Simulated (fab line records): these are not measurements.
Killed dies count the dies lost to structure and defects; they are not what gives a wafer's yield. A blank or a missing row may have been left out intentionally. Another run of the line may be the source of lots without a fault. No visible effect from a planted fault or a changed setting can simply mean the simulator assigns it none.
Chamber matching	flow nandHarc	pecvd-04 running NHARC_A_CONTACT_DEP_24: 3 sister chambers
The step deposits SiO2, target thk 500 nm. 6 wafers are shown with their chamber, then 7 later ones without.

## WAFERS, EACH WITH ITS CHAMBER
wafer	chamber	heaterPowerW (W)	throttleValvePct (%)
L084.1	1	663	16.0
L084.2	0	521	15.4
L084.6	1	691	15.9
L087.5	2	477	14.9
L091.1	2	496	15.0
L091.4	0	600	15.6

## WAFERS WITHOUT THEIR CHAMBER
wafer	heaterPowerW (W)	throttleValvePct (%)
L091.6	507	15.4
L094.1	503	15.4
L094.4	379	15.3
L094.6	553	15.3
L097.2	561	15.4
L097.4	595	15.5
L097.6	504	15.7

## THE CHAMBER EACH PASSED THROUGH
wafer	from the rows above	in truth
L091.6	0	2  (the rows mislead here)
L094.1	0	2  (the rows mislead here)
L094.4	can't be placed: 2 or 0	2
L094.6	can't be placed: 0 or 2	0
L097.2	0	0
L097.4	0	0
L097.6	0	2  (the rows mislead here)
Correct placement for 2 of the 7. Not placeable from these rows: 2 (in 2, the candidates include the true chamber). 3 placed wrongly.
How it was worked out, from the rows above alone: a wafer's distance from a chamber is the root of the sum, over the readings, of the square of ((its reading less the chamber's mean) divided by the reading's scatter). If the next closest chamber is less than 2 further off than the closest, the wafer can't be placed; otherwise it belongs to the closest. For every chamber, the mean is computed from those of its wafers that are shown. The scatter: the root of (the sum of the squares of (reading less its chamber's mean) over the shown wafers, divided by (wafers less chambers)).
